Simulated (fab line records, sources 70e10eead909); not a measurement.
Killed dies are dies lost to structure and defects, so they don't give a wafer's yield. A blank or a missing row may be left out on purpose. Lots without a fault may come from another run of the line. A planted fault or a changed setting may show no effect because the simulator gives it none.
Which tool did it? | flow nand_harc | 12 lots, 36 wafers sampled, at 4 steps of a route of 1159

WHAT THE GAUGES READ, wafer by wafer
NHARC_A_SLIT_CD_MEAS_21.
lot  | measured     | on        | cd_nm (nm)
L074 | day 14 15:05 | cd_sem-01 | 290.1 289.7 290.5
L077 | day 15 06:50 | cd_sem-02 | 289.4 290.1 290.8
L080 | day 15 11:47 | cd_sem-02 | 289.1 288.3 288.1
L083 | day 16 00:43 | cd_sem-03 | 290.1 289.8 289.5
L081 | day 16 15:50 | cd_sem-01 | 289.7 288.9 289.4
L085 | day 16 23:00 | cd_sem-03 | 290.3 288.8 289.6
L086 | day 17 14:01 | cd_sem-01 | 289.8 290.1 288.4
L089 | day 17 22:35 | cd_sem-02 | 291.2 291.3 289.8
L093 | day 18 16:47 | cd_sem-01 | 289.5 289.3 289.6
L091 | day 18 15:01 | cd_sem-02 | 289.4 289.0 290.0
L095 | day 19 01:32 | cd_sem-01 | 289.7 289.4 290.1
L096 | day 20 07:40 | cd_sem-03 | 289.1 288.9 289.7

WHICH TOOL RAN EACH LOT (tool, then ch and the chambers of the sampled wafers, then the start)
lot  | NHARC_A_SGD_CUT_ETCH_58            | NHARC_A_SLIT_DEP_25             | NHARC_A_SLIT_ETCH_17
L074 | rie_diel-13 ch 1,2, day 14 00:01   | pecvd-02 ch 1,2, day 14 06:02   | har_etch-02 ch 0,1, day 14 12:23
L077 | rie_diel-01 ch 0,1,3, day 14 14:25 | pecvd-03 ch 0,2, day 14 22:40   | har_etch-02 ch 0,1, day 15 04:38
L080 | rie_diel-01 ch 1,3, day 14 21:36   | pecvd-04 ch 1,2, day 15 05:08   | har_etch-02 ch 0,1, day 15 09:07
L083 | rie_diel-01 ch 0,1,3, day 15 11:01 | pecvd-03 ch 0,1,2, day 15 17:19 | har_etch-01 ch 0,1, day 15 22:05
L081 | rie_diel-01 ch 0,3, day 15 22:34   | pecvd-03 ch 1,2, day 16 06:46   | har_etch-02 ch 0,1, day 16 13:12
L085 | rie_diel-05 ch 0,3, day 16 10:50   | pecvd-02 ch 0,2, day 16 16:29   | har_etch-02 ch 0,1, day 16 20:35
L086 | rie_diel-01 ch 0,1,3, day 16 20:23 | pecvd-03 ch 1,2, day 17 04:30   | har_etch-01 ch 0,1, day 17 11:23
L089 | rie_diel-05 ch 0,1, day 17 07:13   | pecvd-03 ch 0,1,2, day 17 14:29 | har_etch-01 ch 0,1, day 17 20:41
L093 | rie_diel-05 ch 0,2,3, day 18 00:40 | pecvd-03 ch 0,1,2, day 18 06:58 | har_etch-01 ch 0,1, day 18 14:04
L091 | rie_diel-05 ch 0,1,2, day 18 02:23 | pecvd-02 ch 0,1, day 18 06:44   | har_etch-01 ch 0,1, day 18 12:38
L095 | rie_diel-01 ch 0,1,3, day 18 12:25 | pecvd-03 ch 0,2, day 18 18:11   | har_etch-02 ch 0,1, day 18 23:38
L096 | rie_diel-01 ch 0,1,2, day 19 17:02 | pecvd-03 ch 1,2, day 20 00:59   | har_etch-02 ch 0, day 20 05:17
- NHARC_A_SGD_CUT_ETCH_58: etches the open film in CF4, target depth 39 nm, time 65 s.
- NHARC_A_SLIT_DEP_25: deposits SiO2, target thk 200 nm.
- NHARC_A_SLIT_ETCH_17: etches the open film in C4F8/O2/Ar, time 1687.5 s, target depth 10100 nm.

THE ANSWER, worked out from the rows above alone
Rule: what is usual is taken from the lots themselves. Put in order of their means at a reading, lots are off if they are a third of the lots or fewer, leave a main group of 4 or more, and stand apart from it by a gap of 3 or more times the standard deviation of the main group's means; of several such gaps the widest counts. A main group whose means are all the same, to the digits that the tables above print for the reading, isn't used. A lot without any number at a reading at which 4 lots or more have one is off too. The other lots that the step has rows for count as sound.
No lot is off at any reading shown: from this, nothing can be told.

WHAT THE SIMULATOR HAD PUT IN
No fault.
